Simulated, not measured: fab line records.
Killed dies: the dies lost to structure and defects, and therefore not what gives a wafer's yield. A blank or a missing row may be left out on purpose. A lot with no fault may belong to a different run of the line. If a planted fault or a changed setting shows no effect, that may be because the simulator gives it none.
Chamber matching :: flow n5-finfet :: N5_BEOL_M9_STRIP_67 on rie-diel-06 has 4 sister chambers
The step strips in CF4. 20 wafers are shown with their chamber, then 10 later ones without.

WAFERS PAIRED WITH THEIR CHAMBERS
wafer: L078.1
chamber: 0
showerhead-plenum-p-Torr (Torr): 1.73
drypump-motor-current-A (A): 5.2
oes-product-au (a.u.): 0.78

wafer: L078.3
chamber: 1
showerhead-plenum-p-Torr (Torr): 1.78
drypump-motor-current-A (A): 6.5
oes-product-au (a.u.): 0.67

wafer: L078.5
chamber: 2
showerhead-plenum-p-Torr (Torr): 1.85
drypump-motor-current-A (A): 5.6
oes-product-au (a.u.): 0.73

wafer: L077.1
chamber: 1
showerhead-plenum-p-Torr (Torr): 1.78
drypump-motor-current-A (A): 6.5
oes-product-au (a.u.): 0.67

wafer: L077.4
chamber: 3
showerhead-plenum-p-Torr (Torr): 1.85
drypump-motor-current-A (A): 5.7
oes-product-au (a.u.): 0.72

wafer: L077.5
chamber: 1
showerhead-plenum-p-Torr (Torr): 1.78
drypump-motor-current-A (A): 6.5
oes-product-au (a.u.): 0.67

wafer: L082.2
chamber: 2
showerhead-plenum-p-Torr (Torr): 1.85
drypump-motor-current-A (A): 5.6
oes-product-au (a.u.): 0.73

wafer: L082.4
chamber: 2
showerhead-plenum-p-Torr (Torr): 1.85
drypump-motor-current-A (A): 5.6
oes-product-au (a.u.): 0.73

wafer: L082.5
chamber: 0
showerhead-plenum-p-Torr (Torr): 1.73
drypump-motor-current-A (A): 5.2
oes-product-au (a.u.): 0.77

wafer: L084.1
chamber: 2
showerhead-plenum-p-Torr (Torr): 1.85
drypump-motor-current-A (A): 5.7
oes-product-au (a.u.): 0.72

wafer: L084.5
chamber: 2
showerhead-plenum-p-Torr (Torr): 1.85
drypump-motor-current-A (A): 5.6
oes-product-au (a.u.): 0.72

wafer: L084.6
chamber: 0
showerhead-plenum-p-Torr (Torr): 1.73
drypump-motor-current-A (A): 5.2
oes-product-au (a.u.): 0.76

wafer: L087.1
chamber: 0
showerhead-plenum-p-Torr (Torr): 1.72
drypump-motor-current-A (A): 5.2
oes-product-au (a.u.): 0.76

wafer: L087.5
chamber: 3
showerhead-plenum-p-Torr (Torr): 1.85
drypump-motor-current-A (A): 5.6
oes-product-au (a.u.): 0.70

wafer: L087.6
chamber: 0
showerhead-plenum-p-Torr (Torr): 1.72
drypump-motor-current-A (A): 5.1
oes-product-au (a.u.): 0.76

wafer: L093.2
chamber: 0
showerhead-plenum-p-Torr (Torr): 1.72
drypump-motor-current-A (A): 5.1
oes-product-au (a.u.): 0.75

wafer: L093.3
chamber: 2
showerhead-plenum-p-Torr (Torr): 1.84
drypump-motor-current-A (A): 5.7
oes-product-au (a.u.): 0.71

wafer: L093.5
chamber: 3
showerhead-plenum-p-Torr (Torr): 1.85
drypump-motor-current-A (A): 5.6
oes-product-au (a.u.): 0.71

wafer: L095.1
chamber: 3
showerhead-plenum-p-Torr (Torr): 1.84
drypump-motor-current-A (A): 5.6
oes-product-au (a.u.): 0.70

wafer: L095.3
chamber: 0
showerhead-plenum-p-Torr (Torr): 1.72
drypump-motor-current-A (A): 5.1
oes-product-au (a.u.): 0.75

SIGNATURES (averages over the wafers above)
reading: showerhead-plenum-p-Torr
chamber 0: 1.7243
chamber 1: 1.7800
chamber 2: 1.8483
chamber 3: 1.8475
scatter within a chamber: 0.00454

reading: drypump-motor-current-A
chamber 0: 5.157
chamber 1: 6.500
chamber 2: 5.633
chamber 3: 5.625
scatter within a chamber: 0.0487

reading: oes-product-au
chamber 0: 0.7614
chamber 1: 0.6700
chamber 2: 0.7233
chamber 3: 0.7075
scatter within a chamber: 0.00899
Rule: for a wafer and a chamber, the distance is found by dividing, reading by reading, the gap between the wafer's reading and the chamber's mean by the reading's scatter, squaring, summing and taking the root. If the next closest chamber is less than 2 further off than the closest, the wafer can't be placed; otherwise it belongs to the closest. How the scatter is found: for the shown wafers, subtract from each reading the mean of its chamber, square and add these, divide the total by (wafers less chambers), then take the root.

WAFERS WHOSE CHAMBER IS MISSING
wafer: L095.5
showerhead-plenum-p-Torr (Torr): 1.84
drypump-motor-current-A (A): 5.6
oes-product-au (a.u.): 0.69

wafer: L094.1
showerhead-plenum-p-Torr (Torr): 1.84
drypump-motor-current-A (A): 5.7
oes-product-au (a.u.): 0.71

wafer: L094.2
showerhead-plenum-p-Torr (Torr): 1.72
drypump-motor-current-A (A): 5.2
oes-product-au (a.u.): 0.76

wafer: L094.3
showerhead-plenum-p-Torr (Torr): 1.84
drypump-motor-current-A (A): 5.6
oes-product-au (a.u.): 0.69

wafer: L092.4
showerhead-plenum-p-Torr (Torr): 1.84
drypump-motor-current-A (A): 5.6
oes-product-au (a.u.): 0.70

wafer: L092.5
showerhead-plenum-p-Torr (Torr): 1.84
drypump-motor-current-A (A): 5.6
oes-product-au (a.u.): 0.71

wafer: L092.6
showerhead-plenum-p-Torr (Torr): 1.72
drypump-motor-current-A (A): 5.2
oes-product-au (a.u.): 0.75

wafer: L096.1
showerhead-plenum-p-Torr (Torr): 1.84
drypump-motor-current-A (A): 5.6
oes-product-au (a.u.): 0.70

wafer: L096.5
showerhead-plenum-p-Torr (Torr): 1.72
drypump-motor-current-A (A): 5.1
oes-product-au (a.u.): 0.75

wafer: L096.6
showerhead-plenum-p-Torr (Torr): 1.77
drypump-motor-current-A (A): 6.5
oes-product-au (a.u.): 0.89

WHICH CHAMBER EACH ONE RAN IN
wafer: L095.5
from the rows above: can't be placed: 3 or 2
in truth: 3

wafer: L094.1
from the rows above: can't be placed: 3 or 2
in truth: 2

wafer: L094.2
from the rows above: 0
in truth: 0

wafer: L094.3
from the rows above: can't be placed: 3 or 2
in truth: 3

wafer: L092.4
from the rows above: can't be placed: 3 or 2
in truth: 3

wafer: L092.5
from the rows above: can't be placed: 3 or 2
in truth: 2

wafer: L092.6
from the rows above: 0
in truth: 0

wafer: L096.1
from the rows above: can't be placed: 3 or 2
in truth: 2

wafer: L096.5
from the rows above: 0
in truth: 0

wafer: L096.6
from the rows above: 1
in truth: 1
Placed correctly: 4 of 10. Cannot be placed on the basis of these rows: 6; the candidates contain the true chamber in 6. Number placed wrongly: 0.
